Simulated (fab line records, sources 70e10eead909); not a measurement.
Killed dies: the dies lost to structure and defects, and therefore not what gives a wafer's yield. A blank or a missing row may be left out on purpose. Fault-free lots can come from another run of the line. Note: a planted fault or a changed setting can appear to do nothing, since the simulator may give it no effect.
Chamber matching ; flow nandHarc ; NHARC_A_BLC_CMP_25 on cmp-03 has 4 sister chambers
The step polishes, t overpolish 30 s, target thk 150 nm. 8 wafers are shown with their chamber, then 10 later ones without.

EACH WAFER AND ITS CHAMBER
wafer;chamber;motorCurrentA (A);timeToEndpointS (s)
L082.1;2;14.2;30.5
L082.2;1;13.2;32.4
L082.6;0;13.3;38.3
L081.2;3;9.8;30.9
L081.5;1;12.5;28.1
L081.6;0;12.3;31.4
L083.3;3;10.7;32.2
L083.4;2;15.0;25.9

WAFERS MISSING THEIR CHAMBER
wafer;motorCurrentA (A);timeToEndpointS (s)
L083.5;13.0;28.6
L090.1;12.4;27.1
L090.3;13.1;28.1
L090.4;10.0;28.7
L092.1;15.0;30.6
L092.2;10.5;30.7
L092.5;14.7;30.4
L094.1;12.9;34.7
L094.3;10.7;33.2
L094.5;15.0;30.9

EACH ONE'S CHAMBER
wafer;from the rows above;in truth
L083.5;can't be placed: 1 or 0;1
L090.1;can't be placed: 1 or 0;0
L090.3;can't be placed: 1 or 0 or 2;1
L090.4;3;3
L092.1;2;2
L092.2;3;3
L092.5;2;2
L094.1;can't be placed: 0 or 1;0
L094.3;3;3
L094.5;2;2
Correctly placed: 6 of 10. From these rows, 4 cannot be placed; in 4 the true chamber is one of the candidates. Number placed wrongly: 0.
How it was worked out, from the rows above alone: a wafer's distance from a chamber is the root of the sum, over the readings, of the square of ((its reading less the chamber's mean) divided by the reading's scatter). If the next closest chamber is less than 2 further off than the closest, the wafer can't be placed; otherwise it belongs to the closest. A chamber's mean is the mean of its shown wafers. The scatter: take each reading less its chamber's mean, square it, sum over the shown wafers, divide by the number of wafers less the number of chambers, and take the root.
